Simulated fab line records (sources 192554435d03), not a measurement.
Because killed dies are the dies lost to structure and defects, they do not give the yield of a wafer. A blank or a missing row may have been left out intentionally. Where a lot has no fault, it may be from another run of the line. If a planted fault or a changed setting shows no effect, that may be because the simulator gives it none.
What tool caused it? -- flow n5-finfet -- 10 lots, 29 wafers sampled, at 5 steps of a route of 1938

WHAT THE GAUGES READ, wafer by wafer
The record holds no reading of a measuring or inspecting step that can be judged against a usual standard deviation.

WHICH TOOL RAN EACH LOT (tool, then ch and the chambers of the sampled wafers, then the start)
lot,N5_MIM_TOP_ETCH_ETCH_00,N5_MIM_TOP_ETCH_PECVD_03,N5_MIM_BOT_ETCH_ETCH_04,N5_MIM_BOT_ETCH_STRIP_01,N5_PASSIVATION_PROBE_49
L761,"rie-metal-02 ch 0,1, day 11 08:00","pecvd-03 ch 0,1, day 11 08:10","rie-diel-01 ch 0,1,3, day 11 08:41","rie-diel-04 ch 0,1,2, day 11 09:00",-
L762,"rie-metal-02 ch 0,1, day 11 18:51","pecvd-01 ch 0,2, day 11 19:03","rie-diel-04 ch 0,1, day 11 19:35","rie-diel-05 ch 2,3, day 11 19:58","prober-01, day 12 04:29"
L763,"rie-metal-03 ch 0,1, day 12 09:58","pecvd-03 ch 0,1,2, day 12 10:10","rie-diel-01 ch 0,1, day 12 10:49","rie-diel-04 ch 0,1,3, day 12 11:08","prober-01, day 12 18:43"
L767,"rie-metal-01 ch 0,1, day 12 18:23","pecvd-03 ch 0,2, day 12 18:39","rie-diel-01 ch 0,2,3, day 12 19:23","rie-diel-01 ch 1,2, day 12 19:43",-
L766,"rie-metal-03 ch 0,1, day 12 19:35","pecvd-02 ch 1,2, day 12 19:46","rie-diel-04 ch 0,2, day 12 20:50","rie-diel-04 ch 1,3, day 12 21:22","prober-02, day 13 08:12"
L768,"rie-metal-01 ch 0,1, day 13 16:27","pecvd-01 ch 1,2, day 13 16:40","rie-diel-04 ch 1,2, day 13 17:22","rie-diel-01 ch 2,3, day 13 17:47",-
L771,"rie-metal-01 ch 0,1, day 13 22:23","pecvd-02 ch 0,2, day 13 22:35","rie-diel-04 ch 0,1,2, day 13 23:14","rie-diel-01 ch 1,3, day 13 23:33",-
L773,"rie-metal-02 ch 0,1, day 14 05:17","pecvd-02 ch 0,1,2, day 14 05:29","rie-diel-01 ch 0,2,3, day 14 06:07","rie-diel-01 ch 0,3, day 14 06:26","prober-01, day 14 15:29"
L775,"rie-metal-02 ch 0,1, day 15 08:31","pecvd-02 ch 1,2, day 15 08:47","rie-diel-01 ch 1,3, day 15 09:17","rie-diel-01 ch 0,1,2, day 15 09:49",-
L777,"rie-metal-02 ch 0,1, day 15 20:32","pecvd-01 ch 1,2, day 15 20:45","rie-diel-01 ch 2,3, day 15 21:28","rie-diel-05 ch 0,1,3, day 15 21:47",-
- N5_MIM_TOP_ETCH_ETCH_00: etches TiN in Cl2/BCl3, target depth 38.5 nm.
- N5_MIM_TOP_ETCH_PECVD_03: deposits SiNx from SiH4/NH3/N2, target thk 20 nm, time 17.6 s.
- N5_MIM_BOT_ETCH_ETCH_04: etches SiNx in CF4/O2, target depth 26 nm, time 13 s.
- N5_MIM_BOT_ETCH_STRIP_01: strips in O2.
- N5_PASSIVATION_PROBE_49

WHAT THE TOOLS THEMSELVES READ (means of the sampled wafers that have a number; where no wafer has one, the mark that the record gives instead)
N5_MIM_TOP_ETCH_ETCH_00. Usual: drypump-motor-current-A 5.6 A, standard deviation 0.41; oes-product-au 0.76 a.u., standard deviation 0.044; rf-fwd-power-W 996 W, standard deviation 3.5; throttle-valve-pct 22.67 %, standard deviation 0.14.
lot,tool,drypump-motor-current-A (A),oes-product-au (a.u.),rf-fwd-power-W (W),throttle-valve-pct (%),flag
L761,rie-metal-02,5.8,0.74,994,22.77,
L762,rie-metal-02,5.8,0.74,994,22.78,
L763,rie-metal-03,5.5,0.76,992,22.72,
L767,rie-metal-01,5.4,0.82,997,22.54,
L766,rie-metal-03,5.5,0.77,998,22.74,
L768,rie-metal-01,5.4,0.81,997,22.52,
L771,rie-metal-01,5.4,0.81,997,22.53,
L773,rie-metal-02,5.5,0.72,994,22.68,
L775,rie-metal-02,5.8,0.72,997,22.80,
L777,rie-metal-02,5.5,0.71,996,22.69,

N5_MIM_TOP_ETCH_PECVD_03. Usual: heater-power-outer-w 480 W, standard deviation 62; heater-power-w 783 W, standard deviation 81; showerhead-plenum-p-Torr 5.133 Torr, standard deviation 0.026; susceptor-temp-C 400.01 C, standard deviation 0.21; throttle-valve-pct 41.1 %, standard deviation 2.7.
lot,tool,heater-power-outer-w (W),heater-power-w (W),showerhead-plenum-p-Torr (Torr),susceptor-temp-C (C),throttle-valve-pct (%),flag
L761,pecvd-03,424,709,5.108,399.95,41.6,
L762,pecvd-01,546,827,5.115,400.05,39.8,
L763,pecvd-03,405,673,5.119,399.95,41.0,
L767,pecvd-03,372,622,5.152,400.15,39.5,
L766,pecvd-02,522,856,5.124,400.02,41.2,
L768,pecvd-01,501,791,5.125,399.88,39.3,
L771,pecvd-02,497,832,5.145,400.15,44.4,
L773,pecvd-02,514,841,5.143,400.00,42.7,
L775,pecvd-02,523,853,5.129,400.08,41.2,
L777,pecvd-01,536,832,5.134,399.72,39.5,

N5_MIM_BOT_ETCH_ETCH_04. Usual: drypump-motor-current-A 5.3 A, standard deviation 0.58; oes_f_703_au 0.82 a.u., standard deviation 0.084; oes-product-au 0.83 a.u., standard deviation 0.088; rf-fwd-power-W 531.7 W, standard deviation 1.8; rf-vpp-V 242 V, standard deviation 8.1; showerhead-plenum-p-Torr 2.18 Torr, standard deviation 0.064; throttle-valve-pct 15.85 %, standard deviation 0.23.
lot,tool,drypump-motor-current-A (A),oes_f_703_au (a.u.),oes-product-au (a.u.),rf-fwd-power-W (W),rf-vpp-V (V),showerhead-plenum-p-Torr (Torr),throttle-valve-pct (%),flag
L761,rie-diel-01,4.8,0.82,0.84,531.2,243,2.19,15.85,
L762,rie-diel-04,5.4,0.91,0.92,533.2,247,2.22,15.90,
L763,rie-diel-01,4.8,0.79,0.81,530.3,246,2.20,16.01,
L767,rie-diel-01,5.4,0.86,0.89,530.5,243,2.15,15.71,
L766,rie-diel-04,5.4,0.80,0.80,531.0,240,2.13,15.96,
L768,rie-diel-04,5.3,0.73,0.73,533.5,239,2.16,15.84,
L771,rie-diel-04,5.3,0.80,0.80,531.5,242,2.19,15.88,
L773,rie-diel-01,5.3,1.06,0.96,658.6,218,2.15,15.77,OFF
L775,rie-diel-01,4.8,1.21,1.07,662.2,211,2.21,15.69,OFF
L777,rie-diel-01,5.8,1.06,0.94,660.7,212,2.13,15.73,OFF

N5_MIM_BOT_ETCH_STRIP_01. Usual: drypump-motor-current-A 5.3 A, standard deviation 0.51; oes-product-au 0.82 a.u., standard deviation 0.092; rf-vpp-V 3.7 V, standard deviation 1.3; showerhead-plenum-p-Torr 2.08 Torr, standard deviation 0.087; throttle-valve-pct 16.56 %, standard deviation 0.21.
lot,tool,drypump-motor-current-A (A),oes-product-au (a.u.),rf-vpp-V (V),showerhead-plenum-p-Torr (Torr),throttle-valve-pct (%),flag
L761,rie-diel-04,5.3,0.84,2.8,2.10,16.61,
L762,rie-diel-05,5.0,0.74,3.3,2.04,16.74,
L763,rie-diel-04,5.2,0.82,3.8,2.13,16.65,
L767,rie-diel-01,5.8,0.85,4.8,2.07,16.54,
L766,rie-diel-04,5.0,0.76,5.5,2.19,16.76,
L768,rie-diel-01,5.3,0.90,4.7,2.05,16.38,
L771,rie-diel-01,4.7,0.76,2.2,2.11,16.70,
L773,rie-diel-01,4.9,0.85,2.9,2.04,16.48,
L775,rie-diel-01,5.3,0.91,3.6,2.07,16.46,
L777,rie-diel-05,5.7,0.74,4.4,2.00,16.67,

N5_PASSIVATION_PROBE_49. Usual: defect-limited-yield 91.1 %, standard deviation 1.5; killed_at_M0_to_M3 35, standard deviation 11; killed_at_M4_up 13, standard deviation 5.7; killed-at-contacts 12, standard deviation 5.7; killed-at-front-end 40, standard deviation 11; killed-at-other 4, standard deviation 4.4; killed-dies 105, standard deviation 18; killed-open 68, standard deviation 14; killed-short 34, standard deviation 7.4; sort_bin_5_function 5.2 %, standard deviation 1; sort_bin_6_memory 3.3 %, standard deviation 0.67; sort_bin_8_speed 0.04 %, standard deviation 0.29; sort-n-pass 1074, standard deviation 18; sort-yield-pct 91.0 %, standard deviation 1.5.
lot,tool,defect-limited-yield (%),killed_at_M0_to_M3,killed_at_M4_up,killed-at-contacts,killed-at-front-end,killed-at-other,killed-dies,killed-open,killed-short,sort_bin_5_function (%),sort_bin_6_memory (%),sort_bin_8_speed (%),sort-n-pass,sort-yield-pct (%),flag
L762,prober-01,90.2,29,23,6,44,13,116,82,33,6.3,3.3,0.00,1064,90.2,
L763,prober-01,91.7,43,8,10,33,5,98,63,32,4.9,3.1,0.03,1081,91.7,
L766,prober-02,90.8,40,16,12,38,4,109,76,28,5.5,3.5,0.00,1071,90.8,
L773,prober-01,90.3,41,12,16,43,2,114,76,31,5.8,3.3,0.00,1066,90.3,

THE ANSWER, worked out from the rows above alone
Rule: lot off if the mean of its wafers having a number is beyond 3 standard deviations from the usual mean. A lot without any number at a reading at which 4 lots or more have one is off too. Where the step has rows for the other lots, those lots are counted as sound. Order of review: gauges by route order, followed by the tools' own readings, for which a lot's mean as printed above is used. The first step at which some lot is off is used, and at that step the reading that is off furthest; a lot without a number counts as furthest.
Off at N5_MIM_BOT_ETCH_ETCH_04 (rf-fwd-power-W): L773, L775, L777.
A tool fits if, at that step or a process step before it, it ran every lot that is off, and no sound lot after the first of them. This does not decide it: 2 tools fit, namely rie-metal-02 at N5_MIM_TOP_ETCH_ETCH_00 and rie-diel-01 at N5_MIM_BOT_ETCH_ETCH_04.

WHAT WAS PUT IN BY THE SIMULATOR
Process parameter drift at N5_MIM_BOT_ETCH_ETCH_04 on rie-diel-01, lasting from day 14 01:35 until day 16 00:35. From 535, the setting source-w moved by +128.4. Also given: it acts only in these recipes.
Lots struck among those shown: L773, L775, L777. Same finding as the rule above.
